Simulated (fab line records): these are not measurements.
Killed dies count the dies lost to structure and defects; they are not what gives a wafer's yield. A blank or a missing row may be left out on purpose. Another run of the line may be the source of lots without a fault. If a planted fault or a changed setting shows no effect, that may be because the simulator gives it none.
Comparing a struck lot with a sound one | flow n5-finfet | 16 out of 1938 route steps
Sound: the wafers L416.1, L416.3, L416.4. Wafers struck: L424.1, L424.2, L424.6. The cause is given at the end.
Per side, at each step with rows, come the tool, then ch with its chambers, and then its first start. Under that, the readings that differ: sound wafers | struck wafers | difference of the means | sigmas: that difference in standard deviations of wafers without a fault.
alike: a reading whose means differ by less than 2 such deviations, as well as words and numbers matching on both sides. not compared: withheld readings; readings where some wafer has no value; bounds like >300 that might hide an equal value; numbers whose values overlap and for which the record gives no deviation.
Wherever a step has rows on one side only, a row that says differs or no value, or a row with sigmas, the two part there. Numbers that have no deviation but don't overlap get no sigmas and don't part them. Lack of a reading on every wafer of one side parts them only where that side has two or more wafers.

N5_MOL_CONTACT_COAG_OVL_MEAS_85:
  sound on overlay-02 ch 0, day 5 10:56; struck on overlay-02 ch 0, day 7 09:19
  alike: VG_OVL
N5_MOL_CONTACT_COAG_INSPECT_57: inspects for defects (brightfield).
  struck on defect-inspect-01, day 7 09:23; sound on defect-inspect-01, day 5 11:00
  alike: raw-defect-count
N5_MOL_CONTACT_COAG_DESCUM_88: chemistry O2, time 7 s.
  sound on rie-diel-02 ch 0,1,2, day 5 11:41; struck on rie-diel-06 ch 0,1,3, day 7 09:25
  alike: drypump-motor-current-A, oes-product-au, rf-vpp-V, showerhead-plenum-p-Torr, throttle-valve-pct
  not compared: rf-hours-counter-h
N5_MOL_CONTACT_COAG_ETCH_89: etches underlayer in N2/H2, target depth 13 nm, time 10.4 s.
  sound on rie-diel-02 ch 0,1,2, day 5 11:43; struck on rie-diel-06 ch 0,1,3, day 7 09:27
  alike: bias-w, drypump-motor-current-A, etch-rf-on-time-s, oes-product-au, rf-vpp-V, showerhead-plenum-p-Torr, throttle-valve-pct
  not compared: rf-hours-counter-h
then, 1 step without rows for these wafers: N5_MOL_CONTACT_COAG_ETCH_90 (etches SiARC in CF4, target depth 13 nm, time 21.7 s).
N5_MOL_CONTACT_COAG_ALD_131: deposits SiO2, target thk 5 nm, pulse time 1 s, co reactant pulse time 1 s.
  sound on ald-sin-01 ch 1,2,3, day 5 11:49; struck on ald-sin-01 ch 0,2,3, day 7 09:33
  alike: heater-power-w, precursor-pulse-height-rel
N5_MOL_CONTACT_COAG_ETCHBACK_132: etches SiO2 in CHF3, target depth 10 nm, time 6.7 s.
  sound on rie-diel-05 ch 1,2,3, day 5 12:04; struck on rie-diel-06 ch 1,3, day 7 09:44
  alike: drypump-motor-current-A, oes-product-au, rf-vpp-V, showerhead-plenum-p-Torr, throttle-valve-pct
  not compared: rf-hours-counter-h
then, 3 steps without rows for these wafers: N5_MOL_CONTACT_COAG_ETCH_91 (etches SOC in N2/H2, target depth 60 nm, overetch 21 nm, time 101.2 s); N5_MOL_CONTACT_COAG_STRIP_92 (strips in N2/H2); N5_MOL_CONTACT_COAG_STRIP_93 (strips in N2/H2).
N5_MOL_CONTACT_COAG_ETCHBACK_135: etches SiO2 in CHF3, target depth 25 nm, time 16.7 s.
  sound on rie-diel-05 ch 1,2,3, day 5 12:11; struck on rie-diel-06 ch 1,3, day 7 09:51
  alike: drypump-motor-current-A, oes-product-au, rf-vpp-V, showerhead-plenum-p-Torr, throttle-valve-pct
  not compared: rf-hours-counter-h
then, 1 step without rows for these wafers: N5_MOL_CONTACT_COAG_STRIP_118 (strips in CHF3).
N5_MOL_CONTACT_COAG_VIA_ETCH_46: etches SiO2 in C4F6/O2, target depth 46 nm, overetch 9.2 nm, time 40 s.
  sound on rie-diel-05 ch 1,2,3, day 5 12:13; struck on rie-diel-06 ch 1,3, day 7 09:53
  reading      | sound             | struck            | difference | sigmas
  bias-w (W)   | 453.3 451.6 455.7 | 476.3 476.1 476.6 | +22.8      | +15
  rf-vpp-V (V) | 1508 1560 1599    | 1644 1666 1643    | +95        | +3
  alike: O2_flow_sccm, drypump-motor-current-A, oes-product-au, showerhead-plenum-p-Torr, throttle-valve-pct
  not compared: rf-hours-counter-h
then, 1 step without rows for these wafers: N5_MOL_CONTACT_COAG_STRIP_96 (strips in N2/H2).
-- record jumps: 3 days separate the struck wafers' starts on either side; left off in module MOL_CONTACT_COAG, taken up again in module BEOL_M4, whose first shown step is the route's number 1111 --
N5_BEOL_M4_RC_MEAS_101:
  sound on prober-02 ch 0, day 9 04:22; struck on prober-01 ch 0, day 10 17:58
  alike: DIBL_N, DIBL_P, IOFF_N, IOFF_P, ION_N, ION_P, SS_N, SS_P, VT_N, VT_P
next, for these wafers, 1 step has no rows: N5_PASSIVATION_PROBE_49.

WHERE THEY PART
Within this record, at N5_MOL_CONTACT_COAG_VIA_ETCH_46 only. Later steps at which nothing parts them and some readings are alike: N5_BEOL_M4_RC_MEAS_101.

WHY: what the simulator had put in
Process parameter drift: rie-diel-06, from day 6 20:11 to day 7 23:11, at N5_MOL_CONTACT_COAG_VIA_ETCH_46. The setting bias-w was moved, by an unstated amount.
